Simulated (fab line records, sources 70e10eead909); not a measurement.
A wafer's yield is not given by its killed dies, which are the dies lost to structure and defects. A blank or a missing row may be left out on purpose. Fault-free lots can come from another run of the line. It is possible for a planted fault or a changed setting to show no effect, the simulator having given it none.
Chamber matching | flow nand harc | cmp-03 running NHARC_A_BONDPAD_CMP_29: 4 sister chambers
The step polishes SiCN, target thk 200 nm. 8 wafers are shown with their chamber, then 9 later ones without.

## WAFERS WITH THEIR CHAMBER
wafer  | chamber | motor current A (A)
L081.1 | 0       | 13.8
L085.5 | 2       | 11.6
L087.2 | 1       | 10.3
L087.5 | 3       | 11.0
L087.6 | 0       | 13.3
L089.1 | 3       | 10.7
L089.3 | 1       | 10.6
L089.6 | 2       | 11.5

## WAFERS WITH NO CHAMBER GIVEN
wafer  | motor current A (A)
L092.1 | 10.3
L092.3 | 14.2
L092.6 | 12.0
L095.2 | 11.0
L095.3 | 13.4
L095.5 | 9.8
L096.3 | 11.5
L096.5 | 13.7
L096.6 | 10.3

## WHICH CHAMBER EACH ONE RAN IN
wafer  | from the rows above          | in truth
L092.1 | can't be placed: 1 or 3      | 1
L092.3 | 0                            | 0
L092.6 | 2                            | 2
L095.2 | can't be placed: 3 or 1 or 2 | 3
L095.3 | 0                            | 0
L095.5 | can't be placed: 1 or 3      | 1
L096.3 | 2                            | 2
L096.5 | 0                            | 0
L096.6 | can't be placed: 1 or 3      | 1
5 of 9 placed correctly. Not placeable from these rows: 4 (in 4, the candidates include the true chamber). Placed wrongly: 0.
How it was worked out, from the rows above alone: a wafer's distance from a chamber is the root of the sum, over the readings, of the square of ((its reading less the chamber's mean) divided by the reading's scatter). The wafer belongs to the nearest chamber; if the next one is less than 2 further off, it can't be placed. Each chamber's mean is taken over the wafers shown for it. The scatter is the square root of a quotient: the sum, over the shown wafers, of each reading's squared deviation from its chamber's mean, divided by wafers minus chambers.
